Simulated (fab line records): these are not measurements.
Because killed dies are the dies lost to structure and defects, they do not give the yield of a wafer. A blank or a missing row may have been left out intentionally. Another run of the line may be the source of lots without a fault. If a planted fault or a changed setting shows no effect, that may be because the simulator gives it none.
Comparing a struck lot with a sound one    flow nandHarc    15 out of 1159 route steps
Sound: wafers L904.2, L904.5, L904.6. Wafers struck: L921.3, L921.4, L921.6. At the end, the cause is stated.
Each step with rows lists, per side, the tool, then ch with its chambers, then its first start. Under that, the readings that differ: sound wafers    struck wafers    difference of the means    sigmas: that difference in standard deviations of wafers without a fault.
alike: readings with means less than 2 such deviations apart, plus words and numbers identical on both sides. not compared: withheld readings, readings lacking a value on some wafer, bounds such as >300 that could conceal the same value, and numbers that have no deviation in the record and whose values overlap.
The two part at a step that has a row with sigmas, a row that says differs or no value, or rows on one side only. Non-overlapping numbers with no deviation appear without sigmas and do not part them. Lack of a reading on every wafer of one side parts them only where that side has two or more wafers.

NHARC_A_STAIRCASE_TRIM_26: chemistry O2, time 211.2 s.
  sound: rieDiel-07 ch 1,2,3; struck: rieDiel-07 ch 1,3
  alike: drypumpMotorCurrentA, oesProductAu, rfVppV, showerheadPlenumPTorr, throttleValvePct
  not compared: rfHoursCounterH
NHARC_A_STAIRCASE_ETCH_27: etches the open film in C4F8/O2, target depth 100 nm, time 40.5 s.
  sound: rieDiel-07 ch 1,2; struck: rieDiel-07 ch 1,2,3
  alike: oesProductAu, rfVppV
  not compared: rfHoursCounterH
NHARC_A_STAIRCASE_STRIP_175: strips in O2.
  sound on plasmaAsher-01 ch 0,1, day 11 12:11; struck on plasmaAsher-02 ch 0,1, day 15 12:20
  alike: drypumpMotorCurrentA, heaterPowerW
  not compared: rfHoursCounterH
then, 8 steps without rows for these wafers: NHARC_A_STAIRCASE_STRIP_148 (strips in SPM, time 900 s); NHARC_A_STAIRCASE_PRECLEAN_149 (cleans in SC1); NHARC_A_STAIRCASE_SRD_150; NHARC_A_STAIRCASE_DEHYDRATE_176 (time 120 s); NHARC_A_STAIRCASE_HMDS_177 (time 30 s); NHARC_A_STAIRCASE_COAT_178; NHARC_A_STAIRCASE_SOFTBAKE_179 (time 170 s); NHARC_A_STAIRCASE_EBR_180.
NHARC_A_STAIRCASE_EXPOSE_181: exposes mask STAIR 2.
  sound on krfScanner-03 ch 0, day 11 13:20; struck on krfScanner-02 ch 0, day 15 13:23
reading            sound                 struck                difference  sigmas
exposureDoseMJCm2  27.872 27.854 27.868  36.753 36.779 36.733  +8.890      +99 or more
  alike: mask
then, 2 steps without rows for these wafers: NHARC_A_STAIRCASE_PEB_182 (peb time 130 s); NHARC_A_STAIRCASE_DEVELOP_183 (time 140 s).
-- jump in the record: it breaks off in module A_STAIRCASE and resumes in module END (first step shown: number 1159 of the route), and 9 days separate the struck wafers' starts before and after --
NHARC_END_SORT_01:
  sound on prober-01 ch 0, day 19 20:13; struck on prober-02 ch 0, day 24 19:40
  alike: killedAtArray, killedAtOther, killedAtPeriphery, killedDies, killedOpen, killedShort

WHERE THEY PART
Within this record, at NHARC_A_STAIRCASE_EXPOSE_181 only. Later steps at which nothing parts them and some readings are alike: NHARC_END_SORT_01.

WHY: what the simulator had put in
Process parameter drift: krfScanner-02, from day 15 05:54 on, at NHARC_A_STAIRCASE_EXPOSE_181. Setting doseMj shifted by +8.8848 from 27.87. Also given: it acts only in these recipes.
